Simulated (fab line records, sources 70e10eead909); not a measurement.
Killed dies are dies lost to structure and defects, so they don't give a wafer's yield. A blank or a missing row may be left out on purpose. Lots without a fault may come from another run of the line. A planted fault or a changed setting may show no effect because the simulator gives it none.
fab line records | flow nand_harc
record lots=24 wafers=72 last_day=33
route steps=1302 shown A_DECK1_JOINT@544 A_CHANNEL_HOLE_D2@586 A_CHANNEL_FILL_D2@628
lots that met no fault: from a run of the same line without faults
start_h: hours from the record's first day to the start of the lot's first wafer shown | wait_h: hours since the lot's step before | " the same as in the row above | L1.1+2: a row that stands for several wafers | - no value, or no start given | * or withheld: withheld | < > ~ a bound
route shown NAME@n: a module of which the file shows steps, and the number in the route of the first | usual: mean/standard deviation of fault-free wafers | same: alike in all rows | chamber/n: place in a boat | sites: the reading at each site | _std_site: their standard deviation | _edge_site: outer sites' mean less inner sites' | radius_mm: how far each site lies from the wafer's centre | mask NAME#n: copy n | behind: the tool/chamber that last shaped the wafer | hold: why the lot was held/for how many hours/how that ended | device: the transistor (n, p or np) that didn't switch | end of line: the same wafers' tests at the end of the route | a step without rows: its recipe alone | killed: dies lost to structure and defects at the first sort, not the wafer's yield | map: a wafer's dies, x killed, . not, _ none there
set.NAME: the setting as run; set.NAME@STEP: as run at that earlier step | model.NAME: the simulator's own value behind a step, which no gauge read
steps of the route over a sample of lots; a table a step, a row a wafer
services: from which hour (start_h, from the record's first day; less than 0 if before it) a tool's chamber was out of use, for how many hours, and why
## steps
# step NHARC_A_DECK1_JOINT_INSPECT_05
# usual raw_defect_count=308/110
# columns lot.wafer tool chamber start_h wait_h raw_defect_count
L075.2 defect_inspect-02 - 279.41 0.0 491
L075.3 " - " " 186
L075.4 " - " " 349
L074.1 defect_inspect-02 - 279.59 0.0 228
L074.2 " - " " 256
L074.6 " - " " 352
L076.1 defect_inspect-01 - 289.26 0.0 220
L076.2 " - " " 197
L076.5 " - " " 193
L077.2 defect_inspect-02 - 302.51 0.0 290
L077.4 " - " " 257
L077.6 " - " " 186
L078.2 defect_inspect-01 - 314.59 0.0 148
L078.3 " - " " 270
L078.6 " - " " 235
L079.1 defect_inspect-02 - 314.75 0.0 237
L079.2 " - " " 214
L079.5 " - " " 222
L081.1 defect_inspect-02 - 332.05 0.0 265
L081.3 " - " " 403
L081.6 " - " " 317
L080.3 defect_inspect-01 - 334.65 0.0 214
L080.5 " - " " 236
L080.6 " - " " 266
L083.1 defect_inspect-01 - 368.41 0.0 323
L083.2 " - " " 511
L083.5 " - " " 413
L082.1 defect_inspect-01 - 368.44 0.0 324
L082.3 " - " " 586
L082.5 " - " " 515
L084.3 defect_inspect-01 - 373.42 0.0 194
L084.5 " - " " 222
L084.6 " - " " 236
L085.3 defect_inspect-02 - 373.58 0.0 191
L085.5 " - " " 263
L085.6 " - " " 328
L086.2 defect_inspect-01 - 401.85 0.0 359
L086.3 " - " " 559
L086.6 " - " " 302
L089.1 defect_inspect-02 - 416.06 0.0 650
L089.3 " - " " 553
L089.4 " - " " 395
L087.1 defect_inspect-01 - 416.08 0.1 245
L087.5 " - " " 226
L087.6 " - " " 204
L088.4 defect_inspect-02 - 416.23 0.0 378
L088.5 " - " " 431
L088.6 " - " " 283
L090.2 defect_inspect-02 - 432.43 0.0 579
L090.3 " - " " 475
L090.6 " - " " 326
L091.2 defect_inspect-02 - 444.77 0.0 430
L091.3 " - " " 242
L091.6 " - " " 317
L093.2 defect_inspect-02 - 459.31 0.0 202
L093.3 " - " " 284
L093.5 " - " " 246
L092.1 defect_inspect-01 - 459.40 0.0 289
L092.5 " - " " 222
L092.6 " - " " 234
L094.1 defect_inspect-01 - 469.65 0.0 270
L094.3 " - " " 251
L094.6 " - " " 295
L095.1 defect_inspect-02 - 488.41 0.0 138
L095.4 " - " " 266
L095.5 " - " " 320
L096.1 defect_inspect-02 - 495.20 0.0 236
L096.3 " - " " 217
L096.4 " - " " 135
L097.2 defect_inspect-01 - 505.97 0.0 258
L097.4 " - " " 270
L097.5 " - " " 224
# step NHARC_A_CHANNEL_HOLE_D2_ETCH_38
# recipe target_depth_a=390 over_etch_frac=0.3 time_s=65 ion_energy_ev=80 cf4_flow_sccm=150 ar_flow_sccm=0 rf_w=300 bias_w=100 chemistry=CF4
# usual drypump_motor_current_A=5.7/0.36 oes_product_au=0.997/0.01 rf_vpp_V=150.8/1.1 showerhead_plenum_p_Torr=1.73/0.058 throttle_valve_pct=13.282/0.0099
# columns lot.wafer tool chamber start_h wait_h drypump_motor_current_A oes_product_au rf_hours_counter_h rf_vpp_V showerhead_plenum_p_Torr throttle_valve_pct
L074.1 rie_diel-09 3 295.91 0.1 5.7 1.013 6.2 152.1 1.78 13.286
L074.2 " 0 " " 5.1 1.003 7.5 150.7 1.71 13.298
L074.6 " 2 " " 6.4 1.014 - 153.2 1.85 13.294
L075.4 rie_diel-05 0 296.44 0.1 5.4 0.990 3.7 149.1 1.66 13.290
L075.2 " 1 " " 5.6 1.013 4.2 150.0 1.76 13.290
L075.3 " 2 " " 6.2 1.010 3.5 153.2 1.80 13.279
L076.2 rie_diel-05 1 305.42 0.1 5.6 1.006 5.3 151.9 1.76 13.272
L076.1 " 3 " " 6.0 1.003 4.5 150.3 1.69 13.295
L076.5 " 0 " " 5.4 0.999 - 151.0 1.66 13.275
L077.2 rie_diel-05 0 319.37 0.1 5.3 1.002 5.5 149.2 1.66 13.292
L077.4 " 2 " " 6.2 1.020 5.2 151.4 1.80 13.276
L077.6 " 0 " " 5.4 1.004 - 149.0 1.66 13.286
L078.2 rie_diel-05 0 330.58 0.1 5.3 0.997 6.5 150.1 1.66 13.272
L078.3 " 1 " " 5.6 1.001 7.1 151.1 1.76 13.273
L078.6 " 2 " " 6.2 1.010 - 151.2 1.80 13.283
L079.2 rie_diel-05 2 330.90 0.1 6.2 0.997 6.0 151.2 1.80 13.284
L079.1 " 3 " " 6.0 0.988 6.1 149.8 1.69 13.285
L079.5 " 1 " " 5.6 0.999 - 151.3 1.76 13.294
L081.3 rie_diel-12 0 352.16 0.1 5.2 0.995 4.2 149.5 1.68 13.279
L081.1 " 3 " " 5.4 1.010 3.3 151.4 1.70 13.280
L081.6 " 0 " " 5.2 1.000 - 150.9 1.68 13.280
L080.3 rie_diel-05 2 353.29 0.1 6.2 0.996 7.1 151.3 1.79 13.286
L080.6 " 3 " " 6.0 0.982 - 150.8 1.69 13.282
L080.5 " 0 " " 5.3 1.001 - 150.1 1.66 13.276
L082.3 rie_diel-12 0 385.10 0.1 5.2 1.011 6.4 149.8 1.68 13.272
L082.1 " 1 " " 5.7 0.988 5.3 150.5 1.69 13.286
L082.5 " 1 " " 5.7 0.998 - 151.5 1.69 13.277
L083.2 rie_diel-09 3 386.60 0.1 5.7 0.997 3.0 150.8 1.78 13.288
L083.1 " 0 " " 5.1 1.016 2.3 149.6 1.71 13.281
L083.5 " 3 " " 5.7 0.996 - 152.8 1.78 13.280
L084.3 rie_diel-09 0 389.80 0.1 5.1 1.009 3.0 150.7 1.71 13.292
L084.6 " 3 " " 5.7 0.988 - 150.1 1.78 13.286
L084.5 " 0 " " 5.1 1.015 - 150.1 1.71 13.293
L085.3 rie_diel-05 3 390.46 0.1 6.0 0.989 9.0 150.3 1.69 13.298
L085.6 " 1 " " 5.6 1.005 - 150.3 1.76 13.271
L085.5 " 2 " " 6.2 1.008 - 152.3 1.79 13.278
L086.2 rie_diel-05 0 419.38 0.1 5.4 0.997 0.1 150.7 1.66 13.266
L086.3 " 1 " " 5.6 0.988 0.2 150.6 1.76 13.273
L086.6 " 0 " " 5.3 0.997 - 150.5 1.66 13.281
L087.1 rie_diel-05 2 432.32 0.1 6.2 1.000 1.2 151.8 1.79 13.277
L087.6 " 1 " " 5.6 0.987 - 151.1 1.76 13.291
L087.5 " 2 " " 6.2 0.994 - 150.7 1.79 13.275
L088.4 rie_diel-12 0 432.51 0.1 5.2 1.002 8.6 150.2 1.68 13.284
L088.6 " 2 " " 5.6 0.981 - 151.4 1.77 13.264
L088.5 " 3 " " 5.4 1.004 - 151.4 1.70 13.276
L089.1 rie_diel-05 3 434.33 0.1 6.0 0.999 1.6 150.2 1.69 13.284
L089.3 " 2 " " 6.2 0.999 1.6 150.7 1.79 13.288
L089.4 " 3 " " 6.0 1.002 - 150.4 1.69 13.283
L090.2 rie_diel-05 2 448.46 0.1 6.2 0.988 2.9 149.3 1.79 13.283
L090.3 " 0 " " 5.3 0.991 3.2 149.7 1.66 13.294
L090.6 " 3 " " 6.0 0.990 - 151.4 1.69 13.287
L091.3 rie_diel-05 1 463.33 0.1 5.6 0.995 3.2 152.2 1.76 13.289
L091.2 " 3 " " 5.9 1.002 3.8 149.3 1.69 13.286
L091.6 " 1 " " 5.6 1.003 - 149.8 1.76 13.301
L092.1 rie_diel-05 1 476.57 0.1 5.6 0.989 4.2 151.8 1.76 13.292
L092.5 " 0 " " 5.4 0.993 - 150.0 1.66 13.276
L092.6 " 1 " " 5.6 0.992 - 151.2 1.76 13.296
L093.3 rie_diel-09 3 476.93 0.1 5.7 1.005 9.5 150.0 1.78 13.262
L093.2 " 0 " " 5.1 1.006 8.1 149.6 1.70 13.269
L093.5 " 3 " " 5.7 1.011 - 152.0 1.78 13.278
L094.3 rie_diel-12 1 487.67 0.1 5.8 0.982 0.9 149.4 1.69 13.273
L094.1 " 2 " " 5.6 0.976 1.4 151.4 1.77 13.271
L094.6 " 2 " " 5.6 0.984 - 151.4 1.77 13.274
L095.1 rie_diel-12 2 504.52 0.1 5.6 0.974 2.7 151.9 1.77 13.264
L095.4 " 1 " " 5.8 0.977 2.5 149.9 1.69 13.291
L095.5 " 3 " " 5.4 1.000 - 150.7 1.69 13.286
L096.1 rie_diel-12 2 514.17 0.1 5.6 0.981 3.7 150.2 1.77 13.269
L096.4 " 0 " " 5.2 0.997 4.1 148.6 1.68 13.277
L096.3 " 1 " " 5.7 0.992 3.7 150.1 1.69 13.269
L097.2 rie_diel-05 2 525.28 0.1 6.2 0.989 7.0 152.8 1.79 13.294
L097.4 " 3 " " 6.0 0.995 7.3 150.0 1.69 13.286
L097.5 " 1 " " 5.6 1.002 - 150.6 1.76 13.269
# step NHARC_A_CHANNEL_HOLE_D2_ETCH_22
# recipe bias_v=3000 source_w=withheld pressure_mtorr=20 time_s=666.7 ar_flow_sccm=375 c4f8_flow_sccm=89.3 o2_flow_sccm=35.7 temp_c=-20 target_depth_a=16000 chemistry=C4F8/O2/Ar
# usual c4f8_flow_sccm=89.27/0.28 drypump_motor_current_A=5.4/0.59 showerhead_plenum_p_Torr=3.70/0.097 throttle_valve_pct=32.154/0.0096
# columns lot.wafer tool chamber start_h wait_h c4f8_flow_sccm drypump_motor_current_A rf_hours_counter_h showerhead_plenum_p_Torr throttle_valve_pct
L074.2 har_etch-02 1 297.86 0.4 89.37 5.2 341 3.74 32.154
L074.1 " 0 " " 89.11 6.4 363 3.59 32.155
L074.6 " 1 " " 89.13 5.2 - 3.74 32.147
L075.2 har_etch-01 0 298.51 0.4 89.36 4.7 158 3.69 32.151
L075.3 " 1 " " 89.58 5.4 - 3.69 32.160
L075.4 " 0 " " 89.17 4.7 - 3.69 32.143
L076.2 har_etch-01 1 307.38 0.4 89.00 5.5 165 3.69 32.162
L076.1 " 0 " " 89.56 4.7 165 3.69 32.155
L076.5 " 1 " " 89.44 5.5 - 3.69 32.138
L077.2 har_etch-02 1 321.44 0.4 89.55 5.2 352 3.74 32.154
L077.4 " 1 " " 89.09 5.2 - 3.74 32.150
L077.6 " 1 " " 89.49 5.2 - 3.74 32.170
L078.2 har_etch-02 1 333.87 0.4 89.26 5.2 364 3.73 32.142
L078.3 " 1 " " 89.23 5.2 - 3.73 32.137
L078.6 " 1 " " 89.19 5.2 - 3.73 32.143
L079.1 har_etch-01 0 336.34 0.4 89.18 4.7 181 3.68 32.159
L079.2 " 1 " " 89.67 5.4 181 3.68 32.153
L079.5 " 1 " " 89.51 5.4 - 3.68 32.138
L081.1 har_etch-01 0 355.45 0.4 88.61 4.7 188 3.68 32.143
L081.3 " 1 " " 89.75 5.4 - 3.68 32.144
L081.6 " 0 " " 89.57 4.7 - 3.68 32.164
L080.3 har_etch-02 1 357.76 0.4 89.32 5.2 - 3.72 32.154
L080.5 " 1 " " 88.75 5.2 - 3.72 32.156
L080.6 " 0 " " 89.35 6.3 - 3.57 32.162
L082.1 har_etch-01 0 387.39 0.4 89.17 4.7 211 3.66 32.150
L082.3 " 0 " " 89.37 4.7 - 3.66 32.148
L082.5 " 0 " " 89.38 4.7 - 3.66 32.157
L083.2 har_etch-01 0 391.44 0.4 89.54 4.8 215 3.66 32.165
L083.1 " 1 " " 89.04 5.4 215 3.66 32.155
L083.5 " 1 " " 89.10 5.4 - 3.66 32.158
L084.3 har_etch-02 1 396.31 0.4 89.10 5.2 - 3.71 32.139
L084.5 " 1 " " 89.45 5.2 - 3.71 32.155
L084.6 " 0 " " 89.69 6.3 - 3.93 32.165
L085.3 har_etch-01 0 399.96 0.4 89.31 4.7 - 3.66 32.151
L085.5 " 0 " " 88.72 4.7 - 3.66 32.154
L085.6 " 1 " " 88.98 5.5 - 3.66 32.163
L086.2 har_etch-02 1 421.44 0.4 88.62 5.2 12 3.71 32.160
L086.3 " 1 " " 88.98 5.2 - 3.71 32.155
L086.6 " 1 " " 89.03 5.2 - 3.71 32.152
L087.1 har_etch-02 0 434.29 0.4 89.51 6.4 20 3.92 32.155
L087.6 " 0 " " 89.84 6.4 - 3.92 32.164
L087.5 " 1 " " 89.17 5.2 - 3.70 32.155
L088.4 har_etch-01 1 434.65 0.4 89.29 5.5 - 3.65 32.161
L088.6 " 1 " " 89.52 5.4 - 3.65 32.151
L088.5 " 0 " " 89.32 4.8 - 3.65 32.173
L089.1 har_etch-02 1 438.45 0.4 88.99 5.2 24 3.70 32.159
L089.3 " 1 " " 88.92 5.3 - 3.70 32.141
L089.4 " 0 " " 88.96 6.5 - 3.92 32.149
L090.2 har_etch-01 0 450.52 0.4 89.72 4.8 249 3.64 32.148
L090.3 " 1 " " 89.16 5.4 - 3.64 32.150
L090.6 " 1 " " 89.01 5.5 - 3.64 32.156
L091.2 har_etch-01 1 467.45 0.4 89.47 5.5 260 3.64 32.153
L091.3 " 1 " " 89.25 5.5 - 3.64 32.146
L091.6 " 1 " " 89.63 5.5 - 3.64 32.169
L092.1 har_etch-01 1 478.63 0.4 89.08 5.5 268 3.63 32.146
L092.6 " 0 " " 89.11 4.7 - 3.63 32.150
L092.5 " 1 " " 88.98 5.4 - 3.63 32.141
L093.2 har_etch-02 1 478.89 0.4 89.10 5.2 51 3.69 32.164
L093.3 " 0 " " 88.66 6.3 - 3.90 32.156
L093.5 " 0 " " 89.21 6.4 - 3.90 32.178
L094.1 har_etch-02 1 489.72 0.4 89.12 5.2 54 3.69 32.168
L094.3 " 1 " " 89.23 5.2 - 3.68 32.153
L094.6 " 1 " " 89.45 5.2 - 3.68 32.166
L095.1 har_etch-02 1 508.34 0.4 89.41 5.2 66 3.68 32.156
L095.4 " 0 " " 89.15 6.4 - 3.90 32.151
L095.5 " 0 " " 88.88 6.4 - 3.90 32.161
L096.1 har_etch-01 1 516.25 0.4 89.55 5.5 291 3.62 32.162
L096.3 " 0 " " 89.24 4.7 - 3.62 32.144
L096.4 " 1 " " 89.72 5.4 - 3.62 32.140
L097.2 har_etch-01 0 527.34 0.4 89.38 4.7 295 3.62 32.173
L097.4 " 1 " " 89.18 5.5 - 3.62 32.160
L097.5 " 1 " " 89.02 5.5 - 3.62 32.144
# step NHARC_A_CHANNEL_HOLE_D2_INSPECT_40
# usual raw_defect_count=274/76
# columns lot.wafer tool chamber start_h wait_h raw_defect_count
L074.1 defect_inspect-01 - 302.71 - 288
L074.2 " - " " 304
L074.6 " - " " 396
L075.2 defect_inspect-02 - 303.25 - 333
L075.3 " - " " 175
L075.4 " - " " 275
L076.1 defect_inspect-01 - 312.22 - 174
L076.2 " - " " 184
L076.5 " - " " 178
L077.2 defect_inspect-01 - 326.16 - 294
L077.4 " - " " 297
L077.6 " - " " 249
L078.2 defect_inspect-01 - 338.70 - 196
L078.3 " - " " 301
L078.6 " - " " 269
L079.1 defect_inspect-02 - 341.19 - 278
L079.2 " - " " 244
L079.5 " - " " 239
L081.1 defect_inspect-01 - 360.33 - 240
L081.3 " - " " 319
L081.6 " - " " 271
L080.3 defect_inspect-02 - 362.43 - 250
L080.5 " - " " 267
L080.6 " - " " 252
L082.1 defect_inspect-02 - 392.12 - 277
L082.3 " - " " 510
L082.5 " - " " 457
L083.1 defect_inspect-01 - 396.27 - 260
L083.2 " - " " 405
L083.5 " - " " 309
L084.3 defect_inspect-01 - 400.96 - 165
L084.5 " - " " 197
L084.6 " - " " 197
L085.3 defect_inspect-01 - 404.63 - 162
L085.5 " - " " 202
L085.6 " - " " 235
L086.2 defect_inspect-01 - 426.22 - 294
L086.3 " - " " 415
L086.6 " - " " 243
L087.1 defect_inspect-01 - 439.13 - 211
L087.5 " - " " 174
L087.6 " - " " 178
L088.4 defect_inspect-02 - 439.31 - 336
L088.5 " - " " 375
L088.6 " - " " 273
L089.1 defect_inspect-01 - 443.28 - 483
L089.3 " - " " 409
L089.4 " - " " 296
L090.2 defect_inspect-02 - 455.27 - 422
L090.3 " - " " 388
L090.6 " - " " 309
L091.2 defect_inspect-02 - 472.31 - 329
L091.3 " - " " 270
L091.6 " - " " 311
L092.1 defect_inspect-01 - 483.36 - 298
L092.5 " - " " 233
L092.6 " - " " 264
L093.2 defect_inspect-01 - 483.71 - 184
L093.3 " - " " 218
L093.5 " - " " 185
L094.1 defect_inspect-01 - 494.47 - 226
L094.3 " - " " 194
L094.6 " - " " 243
L095.1 defect_inspect-01 - 513.19 - 120
L095.4 " - " " 219
L095.5 " - " " 199
L096.1 defect_inspect-02 - 521.01 - 235
L096.3 " - " " 205
L096.4 " - " " 168
L097.2 defect_inspect-02 - 532.11 - 268
L097.4 " - " " 291
L097.5 " - " " 245
# step NHARC_A_CHANNEL_FILL_D2_ETCHBACK_08
# recipe target_depth_a=2200 time_s=110 c4f8_flow_sccm=20 ar_flow_sccm=withheld rf_w=600 bias_w=300 chemistry=C4F8
# usual oes_product_au=0.98/0.031 rf_vpp_V=440.9/2.4
# columns lot.wafer tool chamber start_h wait_h oes_product_au rf_hours_counter_h rf_vpp_V
L074.1 rie_diel-08 2 - - 1.00 3 440.6
L074.2 " 3 " " 1.00 3 442.7
L074.6 " 1 " " 0.98 - 439.5
L075.2 rie_diel-10 1 - - 1.00 4 445.0
L075.4 " 2 " " 1.01 4 439.5
L075.3 " 3 " " 1.01 4 439.2
L076.2 rie_diel-08 3 - - 0.95 4 442.9
L076.1 " 0 " " 0.96 3 441.1
L076.5 " 3 " " 0.96 - 442.0
L077.2 rie_diel-04 1 - - 1.00 0 438.4
L077.4 " 1 " " 1.00 - 437.1
L077.6 " 2 " " 1.01 - 441.5
L079.1 rie_diel-08 2 - - 1.02 0 441.8
L079.2 " 3 " " 1.00 0 443.2
L079.5 " 2 " " 1.01 - 440.4
L078.2 rie_diel-10 2 - - 0.93 5 438.3
L078.3 " 3 " " 0.93 5 438.3
L078.6 " 2 " " 0.93 - 437.9
L080.3 rie_diel-10 0 - - 0.91 5 442.2
L080.5 " 1 " " 0.93 - 444.6
L080.6 " 2 " " 0.94 - 438.4
L081.3 rie_diel-08 1 - - 0.98 1 440.2
L081.1 " 2 " " 0.99 1 440.8
L081.6 " 2 " " 1.00 - 440.1
L083.1 rie_diel-10 3 - - 0.98 0 438.8
L083.2 " 1 " " 1.00 0 446.4
L083.5 " 3 " " 0.98 - 439.5
L082.1 rie_diel-08 2 - - 0.94 1 441.7
L082.3 " 1 " " 0.92 1 439.6
L082.5 " 3 " " 0.93 - 442.2
L085.3 rie_diel-04 2 - - 1.01 14 440.4
L085.6 " 1 " " 1.00 - 437.6
L085.5 " 2 " " 1.01 - 439.4
L084.3 rie_diel-08 0 - - 0.99 1 440.9
L084.6 " 1 " " 0.99 - 438.9
L084.5 " 2 " " 1.00 - 441.9
L086.3 rie_diel-08 1 - - 0.98 2 439.1
L086.2 " 0 " " 0.98 2 441.1
L086.6 " 1 " " 0.98 - 438.7
L088.4 rie_diel-10 0 - - 0.99 1 443.2
L088.5 " 0 " " 0.99 - 443.2
L088.6 " 1 " " 0.99 - 444.2
L089.1 rie_diel-04 1 - - 1.01 19 436.7
L089.3 " 2 " " 1.02 20 440.0
L089.4 " 3 " " 1.00 19 440.1
L087.1 rie_diel-04 0 - - 1.01 18 438.6
L087.5 " 3 " " 1.00 - 440.0
L087.6 " 0 " " 1.00 - 439.3
L090.2 rie_diel-10 1 - - 0.93 1 445.7
L090.3 " 3 " " 0.92 1 438.7
L090.6 " 1 " " 0.93 - 446.9
L091.2 rie_diel-10 3 - - 0.99 2 439.5
L091.3 " 1 " " 1.01 2 445.7
L091.6 " 0 " " 0.99 - 443.7
L093.3 rie_diel-08 0 - - 0.93 4 442.5
L093.2 " 1 " " 0.93 4 437.8
L093.5 " 0 " " 0.92 - 441.3
L092.1 rie_diel-10 1 - - 1.00 2 446.3
L092.6 " 2 " " 1.01 - 438.4
L092.5 " 3 " " 1.00 - 439.6
L094.1 rie_diel-10 2 - - 1.01 2 438.4
L094.3 " 1 " " 0.99 2 445.1
L094.6 " 3 " " 1.00 - 439.8
L095.4 rie_diel-08 1 - - 1.01 0 438.9
L095.1 " 0 " " 0.99 0 441.9
L095.5 " 1 " " 1.01 - 438.8
L096.4 rie_diel-08 0 - - 0.99 0 442.3
L096.1 " 2 " " 1.00 0 441.2
L096.3 " 3 " " 1.01 0 443.4
L097.4 rie_diel-04 0 - - 1.00 6 438.3
L097.2 " 1 " " 1.01 6 438.0
L097.5 " 0 " " 1.00 - 439.6
# step NHARC_A_CHANNEL_FILL_D2_CMP_10
# recipe target_thk_nm=150
# usual motor_current_A=12.1/1.3 slurry_filter_dp_kPa=13.51/0.14 time_to_endpoint_s=15.7/2.2
# columns lot.wafer tool chamber start_h wait_h motor_current_A slurry_filter_dp_kPa time_to_endpoint_s
L075.3 cmp-03 2 350.96 0.4 12.5 13.71 12.7
L075.2 " 3 " " 13.7 13.53 14.5
L075.4 " 1 " " 10.1 13.51 15.5
L074.2 cmp-04 3 350.96 0.4 13.7 13.65 14.7
L074.1 " 0 " " 12.4 13.42 16.6
L074.6 " 3 " " 13.6 13.44 14.2
L076.1 cmp-03 2 365.91 0.4 12.3 13.43 15.1
L076.2 " 0 " " 13.4 13.59 16.8
L076.5 " 1 " " 9.9 13.29 16.6
L077.4 cmp-04 2 373.98 0.4 11.2 13.53 16.5
L077.2 " 3 " " 14.3 13.40 13.5
L077.6 " 1 " " 11.7 13.43 15.4
L079.1 cmp-04 3 386.39 0.4 13.8 13.75 14.8
L079.2 " 1 " " 11.2 13.58 18.6
L079.5 " 2 " " 11.4 13.42 12.6
L078.2 cmp-04 3 386.51 0.5 13.4 13.64 15.4
L078.3 " 0 " " 12.3 13.48 15.4
L078.6 " 3 " " 13.8 13.60 14.9
L081.3 cmp-04 1 410.12 0.4 11.3 13.39 12.6
L081.1 " 2 " " 11.2 13.43 12.9
L081.6 " 1 " " 10.7 13.55 15.3
L080.3 cmp-01 3 410.17 0.4 10.5 13.59 16.7
L080.6 " 1 " " 11.8 13.41 16.2
L080.5 " 2 " " 11.8 13.40 18.3
L082.3 cmp-01 2 440.75 0.4 11.1 13.69 14.2
L082.1 " 0 " " 12.4 13.49 14.9
L082.5 " 2 " " 12.3 13.60 15.8
L083.2 cmp-03 0 440.75 0.4 14.3 13.59 13.5
L083.1 " 3 " " 13.5 13.50 14.0
L083.5 " 1 " " 10.0 13.20 14.1
L084.3 cmp-03 3 450.68 0.4 12.7 13.62 16.6
L084.6 " 1 " " 9.8 13.33 15.1
L084.5 " 2 " " 12.6 13.39 15.6
L085.3 cmp-01 2 450.70 0.4 12.1 13.53 17.0
L085.6 " 3 " " 10.7 13.43 16.2
L085.5 " 0 " " 12.8 13.36 16.5
L086.3 cmp-03 0 474.89 0.4 13.8 13.54 14.5
L086.2 " 2 " " 12.8 13.60 15.1
L086.6 " 0 " " 13.3 13.47 14.8
L089.1 cmp-01 0 490.54 0.4 12.8 13.23 18.6
L089.3 " 1 " " 11.7 13.56 17.7
L089.4 " 2 " " 12.2 13.69 21.1
L087.1 cmp-04 0 490.62 0.4 12.4 13.43 15.6
L087.6 " 1 " " 11.1 13.53 15.4
L087.5 " 2 " " 11.7 13.50 15.6
L088.4 cmp-03 3 490.62 0.4 13.5 13.84 11.9
L088.5 " 0 " " 14.2 13.60 15.5
L088.6 " 1 " " 9.7 13.12 15.1
L090.3 cmp-01 1 503.66 0.4 12.8 13.76 17.8
L090.2 " 3 " " 10.1 13.50 19.7
L090.6 " 1 " " 12.2 13.34 19.2
L091.2 cmp-01 2 524.86 0.4 12.3 13.66 14.9
L091.3 " 1 " " 13.0 13.73 15.4
L091.6 " 2 " " 12.5 13.43 14.2
L093.3 cmp-01 3 531.74 0.4 10.6 13.62 16.9
L093.2 " 1 " " 12.1 13.39 18.8
L093.5 " 0 " " 12.7 13.53 13.4
L092.1 cmp-04 3 531.79 0.4 13.9 13.50 17.3
L092.6 " 0 " " 12.2 13.60 18.6
L092.5 " 1 " " 11.5 13.52 17.3
L094.3 cmp-03 1 544.81 0.4 9.9 13.58 16.7
L094.1 " 0 " " 13.7 13.85 17.3
L094.6 " 1 " " 10.1 13.36 17.4
L095.4 cmp-03 2 561.71 0.4 11.7 13.47 12.6
L095.1 " 0 " " 13.8 13.56 12.9
L095.5 " 2 " " 12.1 13.37 11.6
L096.3 cmp-03 3 570.67 0.4 13.1 13.49 17.0
L096.1 " 0 " " 13.2 13.56 17.3
L096.4 " 1 " " 9.9 13.68 17.4
L097.2 cmp-03 1 581.04 0.4 9.7 13.71 11.8
L097.4 " 3 " " 12.8 13.53 14.4
L097.5 " 2 " " 12.0 13.58 12.5
## services
# columns tool chamber start_h hours kind
cmp-03 - 277.94 1.6 repair
cmp-03 - 299.54 4.0 pm
rie_diel-10 0 312.85 10.2 repair
har_etch-02 - 320.03 0.0 repair
cmp-03 - 332.02 1.9 repair
rie_diel-08 - 367.85 9.0 pm
har_etch-02 - 378.25 17.0 pm
rie_diel-05 3 383.23 6.0 repair
cmp-03 - 383.72 4.4 repair
cmp-03 - 397.54 4.0 pm
rie_diel-10 - 406.16 0.1 repair
rie_diel-05 - 406.63 9.0 pm
rie_diel-08 2 426.43 1.2 repair
har_etch-01 - 427.78 1.1 repair
cmp-03 - 430.86 0.6 repair
rie_diel-05 1 433.88 5.0 repair
rie_diel-08 1 457.66 6.6 repair
cmp-03 - 495.54 4.0 pm
rie_diel-08 3 520.79 17.5 repair
cmp-03 - 521.84 0.3 repair
har_etch-02 - 531.76 3.6 repair
rie_diel-08 - 544.85 9.0 pm
rie_diel-05 3 564.24 1.6 repair
rie_diel-08 2 576.63 2.7 repair
## key
fault none
